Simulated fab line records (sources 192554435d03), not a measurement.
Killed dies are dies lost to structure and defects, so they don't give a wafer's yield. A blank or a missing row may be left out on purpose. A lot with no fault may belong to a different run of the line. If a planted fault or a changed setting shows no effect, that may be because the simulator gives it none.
Split-lot study | flow n5_finfet | 21 wafers read across 7 lots, on a route 1938 steps long

== THE SPLIT ITSELF ==
At N5_BEOL_M11_ETCH_41 (etches SiCN in CH3F/O2, target depth 42.6 nm, time 86 s), the setting time_s was moved away from the recipe's 86 s on 8 of the 21 wafers read, by -19.9% to +22.3%. The other wafers ran this setting at the recipe's value.

The reading comes from the split's own step.

== THE READING ==
etch.depth_nm (the simulator's own value, which no gauge read), in nm, at N5_BEOL_M11_ETCH_41 (etches SiCN in CH3F/O2, target depth 42.6 nm, time 86 s). There is no usual value for it anywhere in the file. Here, 13 wafers ran the recipe; their average is 32.54 nm with a standard deviation of 0.76 nm.

wafer  | tool, chamber at the split | time_s as run, s | against the recipe | etch.depth_nm, nm | against lot-mates on the recipe
L083.1 | rie_diel-05, 0             | 101.2            | +17.7%             | 37.26             | no lot-mate on the recipe
L083.3 | rie_diel-05, 2             | 101.2            | +17.7%             | 37.89             | no lot-mate on the recipe
L083.5 | rie_diel-05, 0             | 101.2            | +17.7%             | 37.43             | no lot-mate on the recipe
L080.2 | rie_diel-05, 1             | 79.01            | -8.1%              | 28.82             | -4.33
L080.4 | rie_diel-05, 3             | 86               | recipe             | 33.15             | -
L080.5 | rie_diel-05, 0             | 79.01            | -8.1%              | 28.96             | -4.19
L079.1 | rie_diel-06, 0             | 86               | recipe             | 32.54             | -
L079.3 | rie_diel-06, 1             | 103.1            | +19.9%             | 39.89             | +7.08
L079.4 | rie_diel-06, 2             | 86               | recipe             | 33.09             | -
L082.1 | rie_diel-05, 0             | 105.2            | +22.3%             | 38.93             | +6.52
L082.5 | rie_diel-05, 0             | 86               | recipe             | 31.64             | -
L082.6 | rie_diel-05, 3             | 86               | recipe             | 33.19             | -
L094.3 | rie_diel-05, 1             | 86               | recipe             | 31.45             | -
L094.4 | rie_diel-05, 2             | 86               | recipe             | 31.81             | -
L094.6 | rie_diel-05, 0             | 86               | recipe             | 31.78             | -
L092.2 | rie_diel-01, 3             | 86               | recipe             | 32.42             | -
L092.4 | rie_diel-01, 1             | 68.85            | -19.9%             | 25.36             | -7.81
L092.5 | rie_diel-01, 2             | 86               | recipe             | 33.93             | -
L096.1 | rie_diel-05, 3             | 86               | recipe             | 33.08             | -
L096.4 | rie_diel-05, 3             | 86               | recipe             | 33.16             | -
L096.6 | rie_diel-05, 2             | 86               | recipe             | 31.76             | -

THE FIT
A straight line over all 21 wafers: etch.depth_nm changes by +0.326 nm for each +1% of time_s; r = +0.97; the points scatter about the line by 0.8 nm.
The same after taking each lot's own level away (the mean of its wafers on the recipe; 18 wafers): +0.36 nm for each +1%; r = +0.98; scatter 0.74 nm.
Per that fit: largest time_s move, reading shift of 8 nm.
From 31.680 to 33.175 nm: that is the span of the lots' own levels, equal to 2.0 times the standard deviation above.
So the lot-to-lot level changes the slope little: the two slopes agree.
Check: with one of the wafers moved furthest among these (+22.3%) left out of the fit, the line predicts +8.59 nm for it against its lot-mates. It came out at +6.52 nm against them.

== FILE'S OWN FIT ==
etch.depth_nm changes by +0.351 nm for each +1% of time_s, r = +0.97.
